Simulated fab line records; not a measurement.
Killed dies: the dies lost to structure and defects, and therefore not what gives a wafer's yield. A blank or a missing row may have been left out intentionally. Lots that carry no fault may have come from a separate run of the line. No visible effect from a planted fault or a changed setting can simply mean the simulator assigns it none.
fab line records	flow nand-harc
[record] lots = 24	wafers = 72	last-day = 34
route steps=1302 shown A_M0@1154 A_M1@1182 A_BONDPAD@1222 THIN_TSV@1245
lots untouched by any fault: they come from a run of this same line in which no faults occurred
start-h: hours from the record's first day to the start of the lot's first wafer shown	wait-h: hours from the lot's prior step to this one	" unchanged from the row above	L1.1+2: one row covering several wafers at once	- no value present, or no start provided	* or withheld: withheld	< > ~ a bound
route shown NAME@n: a module of which the file shows steps, and the number in the route of the first	usual: mean and standard deviation over wafers with no fault	same: alike in all rows	chamber/n: place in a boat	sites: readings site by site	_std_site: their standard deviation	_edge_site: mean of outer sites minus mean of inner sites	radius-mm: how far each site lies from the wafer's centre	mask NAME#n: copy n	behind: the most recent tool/chamber to have shaped the wafer	hold: what put the lot on hold/how long, in hours/how the hold closed	device: transistor that didn't switch, given as n, p or np	end of line: tests run on the same wafers once the route is complete	a step with no rows: only its recipe	killed: dies lost to structure and defects at the first sort, not the wafer's yield	map: a wafer's dies, marking killed ones x, the rest . and places with no die _
set.NAME: the setting the step ran with; set.NAME@STEP: the setting that earlier step ran with	model.NAME: the simulator's own value behind a step, which no gauge read
steps of the route over a sample of lots; a table a step, a row a wafer
services: a tool's chamber out of use, with start hour (start-h, from the record's first day; less than 0 if before it), hours out, and reason
[[steps]]
[step NHARC_A_M0_STRIP_18]
[recipe] power-w = 1000	n2-flow-sccm = 150	h2-flow-sccm = 150	ar-flow-sccm = 0	bias-w = 0	chemistry = N2/H2
[usual] drypump-motor-current-A = 5.6/0.59	h2-flow-sccm = 149.9/0.44	oes-product-au = 1.002/0.01	rf-vpp-V = 90.4/0.86	showerhead-plenum-p-Torr = 2.00/0.079	throttle-valve-pct = 14.171/0.0093
lot.wafer	tool	chamber	start-h	wait-h	drypump-motor-current-A	h2-flow-sccm	oes-product-au	rf-hours-counter-h	rf-vpp-V	showerhead-plenum-p-Torr	throttle-valve-pct
L075.4	rie-diel-03	1	542.08	0.1	6.6	149.0	1.019	3	91.9	2.12	14.174
L075.2	"	2	"	"	5.9	150.0	1.000	3	90.0	1.94	14.168
L075.3	"	0	"	"	6.1	150.1	0.992	4	89.0	1.95	14.158
L074.4	rie-diel-05	2	544.29	0.1	5.3	150.5	0.996	7	91.0	2.14	14.186
L074.5	"	2	"	"	5.3	150.5	0.979	-	92.0	2.14	14.152
L074.6	"	3	"	"	4.8	150.4	0.993	-	91.3	1.95	14.171
L077.1	rie-diel-05	3	545.79	0.1	4.8	150.2	0.991	6	90.1	1.95	14.165
L077.6	"	2	"	"	5.3	149.4	0.986	-	90.7	2.14	14.180
L077.5	"	3	"	"	4.9	149.9	0.991	-	88.9	1.95	14.170
L076.3	rie-diel-05	2	546.11	0.1	5.3	150.2	0.989	7	90.6	2.14	14.184
L076.2	"	1	"	"	5.5	150.2	1.005	7	91.0	1.98	14.174
L076.6	"	2	"	"	5.3	149.7	0.977	-	92.0	2.14	14.151
L079.1	rie-diel-01	3	557.25	0.1	4.9	150.4	0.992	11	89.8	2.06	14.171
L079.4	"	2	"	"	5.6	150.2	0.999	9	90.0	1.98	14.162
L079.5	"	0	"	"	6.1	149.9	1.004	-	88.9	1.90	14.170
L078.1	rie-diel-05	0	558.59	0.1	5.3	149.9	1.011	7	90.9	1.98	14.153
L078.4	"	2	"	"	5.3	149.7	0.987	8	90.0	2.14	14.188
L078.6	"	1	"	"	5.5	149.9	1.001	-	89.9	1.98	14.174
L080.6	rie-diel-01	2	583.03	0.2	5.5	150.0	0.990	-	90.6	1.98	14.159
L080.5	"	3	"	"	4.8	149.2	0.989	-	92.4	2.06	14.186
L080.4	"	1	"	"	6.7	149.5	0.994	-	88.7	1.92	14.169
L081.3	rie-diel-03	2	604.59	0.1	5.9	149.5	0.991	7	90.6	1.94	14.179
L081.4	"	3	"	"	5.6	150.1	1.010	-	89.6	1.94	14.153
L081.6	"	2	"	"	5.9	149.2	0.988	-	89.7	1.94	14.165
L082.4	rie-diel-01	0	609.75	0.1	6.1	150.4	1.006	1	90.6	1.90	14.166
L082.2	"	2	"	"	5.6	149.7	0.989	4	91.1	1.98	14.168
L082.5	"	1	"	"	6.7	149.2	1.001	-	90.3	1.92	14.185
L083.2	rie-diel-05	1	616.36	0.1	5.5	149.6	0.997	1	90.3	1.98	14.169
L083.5	"	2	"	"	5.3	150.0	1.004	-	90.4	2.14	14.167
L083.6	"	3	"	"	4.9	149.4	0.988	-	88.8	1.95	14.161
L086.4	rie-diel-05	0	638.31	0.1	5.3	150.7	1.011	2	90.7	1.98	14.153
L086.1	"	1	"	"	5.5	150.4	0.986	3	91.1	1.98	14.172
L086.6	"	0	"	"	5.3	150.6	1.006	-	89.3	1.98	14.175
L084.2	rie-diel-05	2	640.84	0.1	5.3	150.4	1.015	4	89.7	2.14	14.169
L084.1	"	0	"	"	5.4	150.1	1.009	2	90.7	1.98	14.197
L084.5	"	3	"	"	4.9	149.9	1.001	-	88.7	1.95	14.174
L085.3	rie-diel-05	2	643.04	0.1	5.3	149.2	1.016	4	91.5	2.14	14.172
L085.6	"	3	"	"	4.9	149.1	1.000	-	89.8	1.95	14.186
L085.5	"	0	"	"	5.4	150.3	1.006	-	90.4	1.98	14.173
L087.2	rie-diel-01	0	661.29	0.1	6.2	150.6	1.020	4	90.0	1.90	14.165
L087.6	"	1	"	"	6.7	150.3	1.011	-	89.5	1.92	14.176
L087.5	"	2	"	"	5.6	150.4	0.995	-	90.6	1.97	14.170
L089.4	rie-diel-05	1	678.77	0.1	5.5	150.9	1.002	6	90.8	1.98	14.167
L089.3	"	3	"	"	4.8	149.7	1.000	6	90.4	1.95	14.182
L089.2	"	0	"	"	5.4	149.5	1.007	4	90.1	1.98	14.168
L088.2	rie-diel-03	0	686.71	0.1	6.1	149.5	1.000	1	90.8	1.95	14.164
L088.3	"	2	"	"	5.9	150.0	1.008	1	91.7	1.94	14.173
L088.1	"	3	"	"	5.6	150.2	0.998	1	90.1	1.94	14.165
L090.2	rie-diel-05	2	688.18	0.1	5.3	149.4	1.014	7	90.7	2.14	14.169
L090.1	"	3	"	"	4.8	150.0	0.998	6	88.8	1.95	14.172
L090.4	"	0	"	"	5.4	150.1	1.014	4	90.7	1.98	14.175
L093.1	rie-diel-01	0	708.16	0.1	6.1	150.0	1.012	8	88.8	1.90	14.173
L093.2	"	3	"	"	4.8	149.8	1.001	12	89.5	2.05	14.181
L093.5	"	0	"	"	6.1	150.8	1.005	-	91.0	1.90	14.163
L094.3	rie-diel-01	1	709.23	0.1	6.7	150.9	1.004	12	90.8	1.92	14.181
L094.4	"	3	"	"	4.8	150.9	0.988	12	91.0	2.05	14.160
L094.6	"	0	"	"	6.1	149.9	1.009	-	90.0	1.90	14.182
L092.2	rie-diel-03	2	713.12	0.1	5.9	149.2	1.013	4	89.3	1.94	14.165
L092.3	"	3	"	"	5.6	150.0	0.995	3	90.2	1.94	14.171
L092.5	"	2	"	"	5.9	149.3	1.013	-	90.3	1.94	14.162
L091.3	rie-diel-01	2	716.15	0.1	5.6	150.2	1.008	13	90.1	1.97	14.154
L091.4	"	0	"	"	6.2	149.6	1.010	8	90.4	1.90	14.160
L091.5	"	3	"	"	4.9	150.2	0.987	-	91.4	2.05	14.173
L095.4	rie-diel-03	0	734.28	0.1	6.1	149.2	0.982	4	90.4	1.95	14.167
L095.5	"	2	"	"	5.9	150.0	1.002	-	90.0	1.94	14.195
L095.6	"	3	"	"	5.6	149.5	0.986	-	89.6	1.94	14.162
L097.4	rie-diel-05	1	757.89	0.1	5.5	149.4	1.009	9	90.3	1.98	14.185
L097.1	"	0	"	"	5.3	149.5	1.025	7	91.4	1.97	14.172
L097.6	"	2	"	"	5.3	150.0	1.016	-	92.7	2.14	14.162
L096.4	rie-diel-03	0	759.87	0.1	6.1	150.2	0.995	5	90.6	1.95	14.170
L096.3	"	2	"	"	5.9	149.0	1.008	5	90.0	1.94	14.171
L096.6	"	0	"	"	6.2	150.0	0.993	-	90.4	1.95	14.168
[step NHARC_A_M0_DEGAS_28]
[recipe] temp-c = 250	time-s = 60
[usual] heater-power-w = 336/31
lot.wafer	tool	chamber	start-h	wait-h	heater-power-w
L075.3	pvd-sputter-01	-	542.63	-	305
L075.4	"	-	"	"	373
L075.2	"	-	"	"	356
L074.4	pvd-sputter-03	-	544.83	-	308
L074.6	"	-	"	"	301
L074.5	"	-	"	"	380
L077.1	pvd-sputter-02	-	546.31	-	317
L077.6	"	-	"	"	322
L077.5	"	-	"	"	332
L076.2	pvd-sputter-01	-	546.66	-	329
L076.3	"	-	"	"	305
L076.6	"	-	"	"	315
L079.4	pvd-sputter-03	-	557.80	-	317
L079.1	"	-	"	"	303
L079.5	"	-	"	"	381
L078.1	pvd-sputter-02	-	559.15	-	271
L078.4	"	-	"	"	365
L078.6	"	-	"	"	318
L080.4	pvd-sputter-02	-	583.54	-	282
L080.5	"	-	"	"	360
L080.6	"	-	"	"	316
L081.4	pvd-sputter-01	-	605.13	-	330
L081.3	"	-	"	"	334
L081.6	"	-	"	"	375
L082.2	pvd-sputter-03	-	610.31	-	364
L082.4	"	-	"	"	382
L082.5	"	-	"	"	324
L083.2	pvd-sputter-01	-	616.97	-	304
L083.5	"	-	"	"	341
L083.6	"	-	"	"	293
L086.1	pvd-sputter-03	-	638.86	-	307
L086.4	"	-	"	"	373
L086.6	"	-	"	"	390
L084.2	pvd-sputter-03	-	641.38	-	316
L084.1	"	-	"	"	312
L084.5	"	-	"	"	314
L085.3	pvd-sputter-03	-	643.51	-	378
L085.5	"	-	"	"	364
L085.6	"	-	"	"	311
L087.2	pvd-sputter-03	-	661.77	-	371
L087.5	"	-	"	"	311
L087.6	"	-	"	"	379
L089.2	pvd-sputter-02	-	679.31	-	366
L089.4	"	-	"	"	318
L089.3	"	-	"	"	334
L088.2	pvd-sputter-01	-	687.26	-	299
L088.1	"	-	"	"	378
L088.3	"	-	"	"	337
L090.1	pvd-sputter-01	-	688.72	-	306
L090.2	"	-	"	"	368
L090.4	"	-	"	"	342
L093.1	pvd-sputter-01	-	708.70	-	328
L093.2	"	-	"	"	309
L093.5	"	-	"	"	335
L094.4	pvd-sputter-01	-	709.76	-	329
L094.3	"	-	"	"	300
L094.6	"	-	"	"	373
L092.2	pvd-sputter-01	-	713.64	-	371
L092.3	"	-	"	"	345
L092.5	"	-	"	"	344
L091.3	pvd-sputter-01	-	716.69	-	340
L091.4	"	-	"	"	300
L091.5	"	-	"	"	299
L095.4	pvd-sputter-02	-	734.82	-	322
L095.6	"	-	"	"	369
L095.5	"	-	"	"	325
L097.4	pvd-sputter-02	-	758.44	-	272
L097.1	"	-	"	"	366
L097.6	"	-	"	"	264
L096.3	pvd-sputter-02	-	760.41	-	381
L096.4	"	-	"	"	334
L096.6	"	-	"	"	373
[step NHARC_A_M1_DESCUM_14]
[recipe] time-s = 3	o2-flow-sccm = 200	ar-flow-sccm = 0	bias-power-w = 0	chemistry = O2
[usual] drypump-motor-current-A = 6.0/0.58	oes-product-au = 1.000/0.0091	rf-vpp-V = 57.8/0.85	showerhead-plenum-p-Torr = 1.95/0.056	throttle-valve-pct = 11.311/0.0084
lot.wafer	tool	chamber	start-h	wait-h	drypump-motor-current-A	oes-product-au	rf-hours-counter-h	rf-vpp-V	showerhead-plenum-p-Torr	throttle-valve-pct
L075.4	rie-diel-10	0	545.74	0.1	6.1	0.982	7	58.1	1.92	11.326
L075.2	"	2	"	"	6.6	0.997	8	56.5	2.04	11.320
L075.3	"	3	"	"	5.1	0.993	8	57.9	1.86	11.334
L074.4	rie-diel-10	3	547.99	0.1	5.1	0.987	8	57.7	1.86	11.321
L074.6	"	0	"	"	6.1	1.001	-	58.8	1.92	11.319
L074.5	"	1	"	"	6.5	1.013	-	58.4	1.99	11.324
L077.1	rie-diel-07	0	549.51	0.1	4.9	1.015	3	56.9	1.88	11.291
L077.5	"	3	"	"	5.3	1.024	-	58.7	2.00	11.301
L077.6	"	0	"	"	4.9	1.025	-	57.9	1.88	11.311
L076.3	rie-diel-13	1	549.83	0.1	5.5	0.990	0	57.1	1.98	11.302
L076.2	"	0	"	"	6.5	0.990	0	57.5	1.92	11.309
L076.6	"	2	"	"	5.5	0.995	-	57.7	1.97	11.312
L079.1	rie-diel-13	2	560.80	0.1	5.5	0.994	1	60.0	1.97	11.323
L079.4	"	1	"	"	5.5	1.001	1	58.8	1.98	11.321
L079.5	"	3	"	"	6.1	0.985	-	56.7	1.97	11.308
L078.4	rie-diel-13	3	562.26	0.1	6.1	0.989	1	58.6	1.97	11.288
L078.1	"	0	"	"	6.5	1.005	1	58.5	1.92	11.319
L078.6	"	3	"	"	6.1	1.005	-	58.0	1.97	11.304
L080.4	rie-diel-10	1	586.57	0.1	6.5	1.002	8	58.1	1.99	11.311
L080.6	"	2	"	"	6.6	1.005	-	58.5	2.04	11.318
L080.5	"	3	"	"	5.1	0.999	-	57.9	1.86	11.309
L081.3	rie-diel-10	0	608.28	0.1	6.1	1.001	0	56.2	1.92	11.309
L081.4	"	2	"	"	6.7	1.004	0	57.8	2.04	11.312
L081.6	"	3	"	"	5.1	0.991	-	57.5	1.86	11.305
L082.4	rie-diel-10	3	613.46	0.1	5.1	1.006	0	57.9	1.86	11.306
L082.2	"	0	"	"	6.1	0.999	0	57.9	1.92	11.306
L082.5	"	1	"	"	6.4	1.004	-	58.4	1.99	11.303
L083.2	rie-diel-07	0	620.10	0.1	4.9	1.008	7	57.6	1.88	11.294
L083.6	"	3	"	"	5.3	1.000	-	58.1	2.00	11.308
L083.5	"	0	"	"	4.9	1.016	-	59.2	1.88	11.303
L086.1	rie-diel-13	1	642.44	0.1	5.5	0.990	2	58.0	1.98	11.313
L086.4	"	2	"	"	5.5	0.999	2	57.0	1.97	11.312
L086.6	"	0	"	"	6.4	0.995	-	58.5	1.92	11.319
L084.2	rie-diel-10	2	644.64	0.1	6.7	0.999	3	57.8	2.04	11.325
L084.1	"	0	"	"	6.1	1.020	2	56.9	1.92	11.313
L084.5	"	2	"	"	6.6	1.000	-	58.4	2.04	11.298
L085.3	rie-diel-13	2	646.64	0.1	5.5	1.001	2	57.9	1.97	11.315
L085.5	"	0	"	"	6.5	0.999	-	57.8	1.92	11.316
L085.6	"	1	"	"	5.5	1.005	-	57.8	1.98	11.314
L087.2	rie-diel-07	2	664.92	0.1	6.1	1.014	1	56.2	1.93	11.302
L087.5	"	3	"	"	5.3	1.002	-	58.2	2.00	11.309
L087.6	"	0	"	"	4.9	1.008	-	56.8	1.88	11.316
L089.2	rie-diel-10	2	682.35	0.1	6.7	1.006	4	58.5	2.04	11.324
L089.3	"	3	"	"	5.1	0.995	3	57.0	1.86	11.318
L089.4	"	0	"	"	6.1	1.015	4	57.4	1.92	11.320
L088.1	rie-diel-13	3	690.42	0.1	6.1	0.992	4	56.1	1.96	11.308
L088.3	"	0	"	"	6.5	0.993	4	57.7	1.92	11.316
L088.2	"	1	"	"	5.5	0.987	4	57.1	1.98	11.311
L090.2	rie-diel-13	2	691.86	0.1	5.5	0.988	4	57.4	1.97	11.301
L090.4	"	3	"	"	6.1	0.985	4	57.5	1.97	11.309
L090.1	"	1	"	"	5.5	0.987	4	57.1	1.98	11.314
L093.1	rie-diel-10	1	711.82	0.1	6.5	1.001	7	57.7	1.99	11.311
L093.2	"	0	"	"	6.1	1.010	7	57.5	1.92	11.313
L093.5	"	2	"	"	6.7	1.016	-	57.5	2.04	11.310
L094.3	rie-diel-10	2	713.05	0.1	6.6	1.015	6	58.4	2.04	11.292
L094.4	"	0	"	"	6.1	1.001	7	57.4	1.92	11.327
L094.6	"	2	"	"	6.6	1.001	-	57.6	2.04	11.325
L092.2	rie-diel-10	3	716.96	0.1	5.1	1.001	6	58.9	1.86	11.315
L092.3	"	0	"	"	6.1	1.009	7	57.8	1.92	11.304
L092.5	"	0	"	"	6.1	1.011	-	57.6	1.92	11.314
L091.3	rie-diel-10	0	719.72	0.1	6.1	0.996	7	58.0	1.92	11.306
L091.4	"	1	"	"	6.5	1.010	7	57.2	1.99	11.300
L091.5	"	0	"	"	6.1	0.992	-	59.5	1.92	11.315
L095.5	rie-diel-10	2	738.66	0.1	6.6	1.006	-	57.6	2.03	11.304
L095.4	"	3	"	"	5.1	1.006	-	57.2	1.86	11.307
L095.6	"	1	"	"	6.5	1.008	-	58.8	1.99	11.314
L097.4	rie-diel-13	1	761.60	0.1	5.5	1.004	1	58.8	1.98	11.300
L097.1	"	0	"	"	6.4	0.998	1	57.3	1.92	11.304
L097.6	"	1	"	"	5.5	0.994	-	57.6	1.98	11.309
L096.3	rie-diel-10	3	763.45	0.1	5.1	1.000	10	57.5	1.86	11.300
L096.6	"	2	"	"	6.6	1.010	-	58.3	2.03	11.313
L096.4	"	3	"	"	5.1	0.996	-	57.3	1.86	11.331
[step NHARC_A_BONDPAD_STRIP_15]
[recipe] o2-flow-sccm = 500	ar-flow-sccm = 0	bias-w = 0	chemistry = O2
[usual] drypump-motor-current-A = 5.9/0.47	oes-product-au = 0.997/0.0089	rf-vpp-V = 58.0/0.87	showerhead-plenum-p-Torr = 3.57/0.13	throttle-valve-pct = 17.037/0.0095
lot.wafer	tool	chamber	start-h	wait-h	drypump-motor-current-A	oes-product-au	rf-hours-counter-h	rf-vpp-V	showerhead-plenum-p-Torr	throttle-valve-pct
L075.4	rie-diel-11	1	550.86	0.1	6.1	0.979	13	57.5	3.57	17.058
L075.2	"	3	"	"	6.6	1.002	15	57.1	3.71	17.038
L075.3	"	0	"	"	5.2	0.988	16	58.4	3.58	17.029
L074.4	rie-diel-11	0	553.14	0.1	5.2	0.984	16	58.1	3.58	17.052
L074.5	"	3	"	"	6.6	0.990	-	57.8	3.71	17.039
L074.6	"	0	"	"	5.2	0.999	-	59.5	3.58	17.051
L077.1	rie-diel-08	0	554.68	0.1	6.6	1.002	0	58.1	3.57	17.030
L077.6	"	0	"	"	6.6	1.003	-	57.6	3.57	17.030
L077.5	"	1	"	"	5.9	0.995	-	57.1	3.75	17.027
L076.3	rie-diel-08	1	555.06	0.1	5.9	0.998	0	59.4	3.75	17.042
L076.2	"	2	"	"	5.4	0.992	0	57.6	3.57	17.037
L076.6	"	1	"	"	5.9	0.994	-	59.3	3.75	17.025
L079.4	rie-diel-11	2	566.08	0.1	5.9	1.000	16	58.0	3.33	17.047
L079.1	"	3	"	"	6.6	1.005	16	58.1	3.71	17.023
L079.5	"	2	"	"	5.9	0.997	-	56.8	3.33	17.040
L078.4	rie-diel-08	2	567.42	0.1	5.4	0.981	0	59.0	3.57	17.031
L078.1	"	3	"	"	5.5	0.986	0	57.9	3.55	17.034
L078.6	"	3	"	"	5.5	0.997	-	59.0	3.55	17.037
L080.4	rie-diel-08	3	591.57	0.1	5.5	1.001	1	57.2	3.55	17.034
L080.5	"	2	"	"	5.4	0.981	-	58.1	3.57	17.037
L080.6	"	3	"	"	5.5	0.994	-	58.2	3.55	17.048
L081.3	rie-diel-04	3	613.43	0.1	6.2	1.004	19	59.3	3.80	17.028
L081.4	"	0	"	"	5.6	1.016	22	58.0	3.30	17.024
L081.6	"	1	"	"	6.0	0.999	-	57.5	3.36	17.035
L082.4	rie-diel-08	1	618.55	0.1	5.9	1.009	2	57.8	3.75	17.036
L082.2	"	3	"	"	5.5	1.005	2	58.1	3.55	17.038
L082.5	"	1	"	"	5.9	1.004	-	59.6	3.75	17.049
L083.2	rie-diel-08	2	625.24	0.1	5.4	0.981	2	57.3	3.57	17.018
L083.6	"	0	"	"	6.6	1.000	-	56.7	3.57	17.040
L083.5	"	1	"	"	5.9	1.002	-	58.8	3.75	17.035
L086.1	rie-diel-08	0	647.66	0.1	6.6	1.014	3	58.3	3.57	17.043
L086.4	"	1	"	"	5.9	1.005	3	58.4	3.75	17.034
L086.6	"	0	"	"	6.6	1.007	-	57.3	3.57	17.026
L084.1	rie-diel-08	3	649.79	0.1	5.5	0.997	3	59.0	3.55	17.021
L084.2	"	1	"	"	5.9	0.993	3	57.3	3.75	17.042
L084.5	"	0	"	"	6.6	0.999	-	57.9	3.57	17.024
L085.3	rie-diel-04	1	651.85	0.1	6.0	1.004	38	57.6	3.35	17.027
L085.6	"	2	"	"	6.1	0.981	-	58.4	3.32	17.027
L085.5	"	0	"	"	5.7	1.001	-	56.4	3.29	17.031
L087.2	rie-diel-11	2	669.95	0.1	5.9	1.009	3	57.3	3.33	17.046
L087.6	"	0	"	"	5.2	1.000	-	59.2	3.57	17.028
L087.5	"	1	"	"	6.1	0.994	-	58.8	3.56	17.040
L089.2	rie-diel-11	1	687.43	0.1	6.1	0.979	11	59.4	3.56	17.044
L089.4	"	2	"	"	5.9	1.020	10	57.2	3.32	17.036
L089.3	"	0	"	"	5.2	1.002	10	57.4	3.57	17.037
L088.1	rie-diel-08	2	695.50	0.1	5.4	1.009	4	57.8	3.56	17.039
L088.3	"	3	"	"	5.5	1.005	4	57.5	3.55	17.036
L088.2	"	0	"	"	6.6	1.008	4	57.8	3.57	17.030
L090.4	rie-diel-08	2	696.83	0.1	5.4	0.993	4	58.2	3.56	17.020
L090.1	"	3	"	"	5.5	0.998	4	58.6	3.55	17.037
L090.2	"	1	"	"	5.9	0.995	4	58.1	3.75	17.041
L093.1	rie-diel-08	2	716.98	0.1	5.4	0.995	4	57.2	3.56	17.050
L093.2	"	3	"	"	5.5	0.985	4	56.5	3.55	17.026
L093.5	"	2	"	"	5.4	0.990	-	59.0	3.56	17.036
L094.3	rie-diel-11	1	718.16	0.1	6.1	0.994	15	56.7	3.56	17.036
L094.4	"	3	"	"	6.6	0.988	13	59.2	3.70	17.040
L094.6	"	1	"	"	6.1	0.990	-	57.8	3.56	17.040
L092.2	rie-diel-11	3	722.09	0.1	6.6	0.994	13	59.3	3.70	17.047
L092.3	"	0	"	"	5.2	0.999	15	58.5	3.56	17.041
L092.5	"	1	"	"	6.1	0.998	-	58.9	3.56	17.054
L091.4	rie-diel-11	0	724.84	0.1	5.2	0.994	16	58.5	3.56	17.039
L091.3	"	1	"	"	6.1	0.992	16	57.4	3.56	17.042
L091.5	"	0	"	"	5.2	0.992	-	57.3	3.56	17.041
L095.4	rie-diel-08	3	743.72	0.1	5.5	1.012	0	59.3	3.55	17.042
L095.5	"	0	"	"	6.6	0.995	-	57.3	3.57	17.030
L095.6	"	1	"	"	5.9	0.990	-	58.1	3.75	17.030
L097.1	rie-diel-08	0	766.66	0.1	6.6	1.003	1	58.4	3.57	17.050
L097.4	"	1	"	"	5.9	0.987	1	58.9	3.75	17.047
L097.6	"	1	"	"	5.9	0.997	-	59.3	3.75	17.035
L096.3	rie-diel-08	2	768.73	0.1	5.4	0.999	1	58.5	3.56	17.030
L096.4	"	3	"	"	5.5	0.998	1	58.4	3.55	17.051
L096.6	"	0	"	"	6.6	1.004	-	57.4	3.57	17.041
[step NHARC_A_BONDPAD_ANNEAL_28]
[recipe] temp-c = 225	time-s = 90
[usual] wafer_temp_C_max = 226.4/0.55
lot.wafer	tool	chamber	start-h	wait-h	wafer_temp_C_max
L075.2	rtp-anneal-01	0	552.19	-	227.0
L075.3	"	0	"	"	227.1
L075.4	"	0	"	"	226.5
L074.4	rtp-anneal-02	0	554.57	0.3	226.1
L074.5	"	0	"	"	226.0
L074.6	"	0	"	"	225.7
L077.1	rtp-anneal-01	0	555.96	0.3	227.0
L077.5	"	0	"	"	226.8
L077.6	"	0	"	"	227.3
L076.2	rtp-anneal-02	0	556.37	-	226.1
L076.3	"	0	"	"	225.9
L076.6	"	0	"	"	225.7
L079.1	rtp-anneal-01	0	567.37	-	227.3
L079.4	"	0	"	"	226.6
L079.5	"	0	"	"	227.1
L078.1	rtp-anneal-02	0	568.70	0.3	225.8
L078.4	"	0	"	"	226.0
L078.6	"	0	"	"	225.9
L080.4	rtp-anneal-01	0	593.00	0.4	226.8
L080.5	"	0	"	"	227.0
L080.6	"	0	"	"	226.8
L081.3	rtp-anneal-02	0	614.79	0.3	226.1
L081.4	"	0	"	"	226.0
L081.6	"	0	"	"	226.4
L082.2	rtp-anneal-01	0	619.90	-	227.5
L082.4	"	0	"	"	226.5
L082.5	"	0	"	"	226.5
L083.2	rtp-anneal-01	0	626.55	-	226.6
L083.5	"	0	"	"	227.1
L083.6	"	0	"	"	226.1
L086.1	rtp-anneal-01	0	648.94	0.3	227.3
L086.4	"	0	"	"	226.7
L086.6	"	0	"	"	226.9
L084.1	rtp-anneal-02	0	651.11	-	226.1
L084.2	"	0	"	"	225.9
L084.5	"	0	"	"	225.9
L085.3	rtp-anneal-01	0	653.24	0.3	226.3
L085.5	"	0	"	"	228.2
L085.6	"	0	"	"	227.2
L087.2	rtp-anneal-02	0	671.26	-	225.6
L087.5	"	0	"	"	225.9
L087.6	"	0	"	"	225.9
L089.2	rtp-anneal-02	0	688.77	0.3	225.5
L089.3	"	0	"	"	225.6
L089.4	"	0	"	"	225.6
L088.1	rtp-anneal-02	0	696.80	0.3	226.1
L088.2	"	0	"	"	225.8
L088.3	"	0	"	"	226.1
L090.1	rtp-anneal-02	0	698.12	-	225.9
L090.2	"	0	"	"	226.5
L090.4	"	0	"	"	226.0
L093.1	rtp-anneal-02	0	718.26	-	225.8
L093.2	"	0	"	"	226.2
L093.5	"	0	"	"	226.3
L094.3	rtp-anneal-01	0	719.55	0.3	226.9
L094.4	"	0	"	"	226.6
L094.6	"	0	"	"	227.5
L092.2	rtp-anneal-02	0	723.40	0.4	226.2
L092.3	"	0	"	"	226.0
L092.5	"	0	"	"	226.2
L091.3	rtp-anneal-02	0	726.21	-	225.7
L091.4	"	0	"	"	226.2
L091.5	"	0	"	"	225.9
L095.4	rtp-anneal-01	0	745.12	0.4	226.5
L095.5	"	0	"	"	226.6
L095.6	"	0	"	"	226.8
L097.1	rtp-anneal-01	0	767.96	-	226.8
L097.4	"	0	"	"	226.9
L097.6	"	0	"	"	226.2
L096.3	rtp-anneal-01	0	770.08	-	226.4
L096.4	"	0	"	"	226.7
L096.6	"	0	"	"	226.4
[step NHARC_THIN_TSV_CMP_01]
[recipe] target-thk-um = 3
[usual] motor-current-A = 12.0/1.1
lot.wafer	tool	chamber	start-h	wait-h	motor-current-A
L075.2	cmp-03	2	563.97	0.8	11.0
L075.3	"	3	"	"	12.3
L075.4	"	1	"	"	13.5
L074.4	cmp-04	1	565.21	0.5	10.1
L074.6	"	3	"	"	11.7
L074.5	"	0	"	"	11.1
L077.1	cmp-02	1	568.14	1.1	11.7
L077.5	"	3	"	"	12.8
L077.6	"	0	"	"	12.2
L076.2	cmp-03	2	569.32	0.9	11.1
L076.3	"	3	"	"	11.2
L076.6	"	2	"	"	11.0
L079.4	cmp-04	2	581.48	0.4	13.1
L079.1	"	0	"	"	11.7
L079.5	"	1	"	"	10.5
L078.1	cmp-04	3	582.67	1.0	11.4
L078.4	"	0	"	"	12.2
L078.6	"	3	"	"	11.6
L080.4	cmp-03	2	605.02	0.5	11.4
L080.6	"	0	"	"	11.4
L080.5	"	1	"	"	13.0
L081.4	cmp-03	2	626.54	0.5	10.7
L081.3	"	3	"	"	12.4
L081.6	"	0	"	"	11.7
L082.4	cmp-02	3	632.26	0.4	12.6
L082.2	"	1	"	"	11.9
L082.5	"	0	"	"	13.0
L083.2	cmp-04	3	638.57	0.8	11.4
L083.6	"	3	"	"	11.8
L083.5	"	0	"	"	11.7
L084.2	cmp-02	3	662.47	0.8	13.3
L084.1	"	2	"	"	10.3
L084.5	"	3	"	"	13.1
L086.4	cmp-04	1	663.68	0.4	11.3
L086.1	"	2	"	"	13.1
L086.6	"	1	"	"	10.3
L085.3	cmp-03	2	664.92	0.7	11.4
L085.6	"	1	"	"	13.2
L085.5	"	2	"	"	10.9
L087.2	cmp-03	2	685.03	0.9	10.8
L087.5	"	3	"	"	12.0
L087.6	"	0	"	"	11.4
L089.3	cmp-03	1	700.45	0.6	12.8
L089.2	"	3	"	"	11.5
L089.4	"	0	"	"	11.9
L088.3	cmp-02	2	708.92	0.6	9.8
L088.2	"	3	"	"	14.0
L088.1	"	1	"	"	12.4
L090.1	cmp-03	1	710.11	1.0	13.7
L090.2	"	2	"	"	11.6
L090.4	"	0	"	"	11.7
L094.3	cmp-03	3	730.33	0.6	11.5
L094.4	"	2	"	"	10.6
L094.6	"	0	"	"	11.2
L093.1	cmp-04	2	732.10	1.0	13.1
L093.2	"	3	"	"	10.8
L093.5	"	3	"	"	12.1
L091.3	cmp-04	0	745.27	0.7	11.4
L091.4	"	1	"	"	10.9
L091.5	"	2	"	"	13.5
L092.2	cmp-03	0	746.42	0.8	11.1
L092.3	"	2	"	"	11.1
L092.5	"	1	"	"	14.0
L095.4	cmp-03	0	758.85	0.5	11.6
L095.6	"	1	"	"	13.8
L095.5	"	2	"	"	11.1
L097.1	cmp-04	1	782.16	1.1	10.3
L097.4	"	3	"	"	11.6
L097.6	"	0	"	"	11.4
L096.4	cmp-02	2	783.37	0.5	10.0
L096.3	"	3	"	"	13.6
L096.6	"	1	"	"	12.0
[[services]]
tool	chamber	start-h	hours	kind
rie-diel-10	0	527.93	12.1	repair
rie-diel-05	1	528.51	6.6	repair
rie-diel-08	-	544.80	9.0	pm
cmp-03	-	554.10	4.0	pm
pvd-sputter-01	-	582.00	10.0	pm
rie-diel-05	-	583.60	9.0	pm
cmp-03	-	586.98	3.0	repair
rie-diel-10	-	596.61	9.0	pm
rie-diel-05	0	614.98	14.2	repair
rie-diel-10	3	638.25	11.1	repair
pvd-sputter-01	-	648.49	2.4	repair
cmp-03	-	652.10	4.0	pm
rie-diel-10	-	662.85	0.3	repair
rie-diel-10	0	671.54	1.9	repair
rie-diel-05	-	692.03	0.7	repair
cmp-03	-	710.70	0.9	repair
cmp-03	-	716.23	12.9	repair
rie-diel-08	-	721.80	9.0	pm
rtp-anneal-02	-	744.00	12.0	pm
cmp-03	-	750.10	4.0	pm
pvd-sputter-01	-	760.00	10.0	pm
rie-diel-05	-	760.60	9.0	pm
cmp-03	-	769.28	0.8	repair
rie-diel-10	-	773.61	9.0	pm
[[key]]
fault none
